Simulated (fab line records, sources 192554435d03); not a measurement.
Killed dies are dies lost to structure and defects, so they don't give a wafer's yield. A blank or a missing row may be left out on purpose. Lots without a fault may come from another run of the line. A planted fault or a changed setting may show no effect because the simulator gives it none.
Chamber matching | flow n5_finfet | N5_BEOL_M5_PRE_CLEAN_77 on cvd_co-01: 3 sister chambers
The step time 15 s. 33 wafers are shown with their chamber, then 12 later ones without.

WAFERS WITH THEIR CHAMBER
wafer  | chamber | heater_power_w (W)
L075.1 | 0       | 114
L075.4 | 1       | 74
L075.6 | 2       | 43
L077.3 | 1       | 78
L077.5 | 0       | 116
L077.6 | 1       | 78
L078.1 | 1       | 76
L078.2 | 0       | 119
L078.3 | 2       | 44
L079.2 | 0       | 116
L079.4 | 1       | 75
L079.5 | 2       | 45
L081.1 | 2       | 43
L081.2 | 0       | 116
L081.6 | 2       | 44
L083.3 | 2       | 44
L083.5 | 0       | 120
L083.6 | 1       | 76
L084.1 | 1       | 76
L084.2 | 0       | 121
L084.5 | 0       | 117
L086.3 | 2       | 44
L086.4 | 1       | 76
L086.6 | 0       | 120
L088.2 | 2       | 43
L088.4 | 0       | 121
L088.6 | 2       | 45
L087.2 | 1       | 76
L087.4 | 0       | 120
L087.6 | 1       | 77
L089.1 | 2       | 43
L089.3 | 1       | 77
L089.6 | 0       | 118

SIGNATURES (means of the wafers above)
reading        | chamber 0 | chamber 1 | chamber 2 | scatter within a chamber
heater_power_w | 118.17    | 76.27     | 43.80     | 1.63
Rule: a wafer's distance from a chamber is the root of the sum, over the readings, of the square of ((its reading less the chamber's mean) divided by the reading's scatter). The wafer belongs to the nearest chamber; if the next one is less than 2 further off, it can't be placed. The scatter: the root of (the sum of the squares of (reading less its chamber's mean) over the shown wafers, divided by (wafers less chambers)).

WAFERS WITHOUT THEIR CHAMBER
wafer  | heater_power_w (W)
L092.2 | 45
L092.3 | 76
L092.5 | 77
L094.2 | 77
L094.4 | 119
L094.5 | 45
L097.1 | 122
L097.3 | 43
L097.4 | 44
L096.3 | 45
L096.5 | 120
L096.6 | 76

WHICH CHAMBER EACH WENT THROUGH
wafer  | from the rows above | in truth
L092.2 | 2                   | 2
L092.3 | 1                   | 1
L092.5 | 1                   | 1
L094.2 | 1                   | 1
L094.4 | 0                   | 0
L094.5 | 2                   | 2
L097.1 | 0                   | 0
L097.3 | 2                   | 2
L097.4 | 2                   | 2
L096.3 | 2                   | 2
L096.5 | 0                   | 0
L096.6 | 1                   | 1
Placed correctly: 12 of 12. Can't be placed from these rows: 0. Placed wrongly: 0.
